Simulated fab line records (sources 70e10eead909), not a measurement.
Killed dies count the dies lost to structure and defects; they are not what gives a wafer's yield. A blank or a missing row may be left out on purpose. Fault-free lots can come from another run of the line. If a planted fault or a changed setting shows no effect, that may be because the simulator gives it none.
Matching of chambers + flow nandHarc + NHARC_THIN_TSV_ETCH_44 on rieDiel-01 has 4 sister chambers
The step etches the open film in CF4/O2, target depth 1594.2 nm, time 797.1 s. 4 wafers are shown with their chamber, then 8 later ones without.

WAFERS PAIRED WITH THEIR CHAMBERS
| wafer  | chamber | drypumpMotorCurrentA (A) |
|--------|---------|--------------------------|
| L083.3 | 1       | 6.2                      |
| L086.2 | 3       | 6.1                      |
| L086.5 | 2       | 4.8                      |
| L087.1 | 0       | 5.1                      |

WAFERS WITH NO CHAMBER GIVEN
| wafer  | drypumpMotorCurrentA (A) |
|--------|--------------------------|
| L087.5 | 4.8                      |
| L087.6 | 6.2                      |
| L089.2 | 4.8                      |
| L089.4 | 6.2                      |
| L089.6 | 6.1                      |
| L094.1 | 6.2                      |
| L094.2 | 5.1                      |
| L094.5 | 5.0                      |

CHAMBER TAKEN BY EACH
| wafer  | from the rows above | in truth |
|--------|---------------------|----------|
| L087.5 | 2                   | 2        |
| L087.6 | 1                   | 1        |
| L089.2 | 2                   | 2        |
| L089.4 | 1                   | 1        |
| L089.6 | 3                   | 3        |
| L094.1 | 1                   | 1        |
| L094.2 | 0                   | 0        |
| L094.5 | 0                   | 0        |
Correct placement for 8 of the 8. Number that these rows cannot place: 0. 0 placed wrongly.
How it was worked out, from the rows above alone: a wafer's distance from a chamber is the root of the sum, over the readings, of the square of ((its reading less the chamber's mean) divided by the reading's scatter). The wafer belongs to the nearest chamber; if the next one is less than 2 further off, it can't be placed. A chamber's mean is the mean of its shown wafers. The scatter (one wafer shown for each chamber): square how far every hidden wafer sits from the nearest shown wafer, average those squares and take the square root.
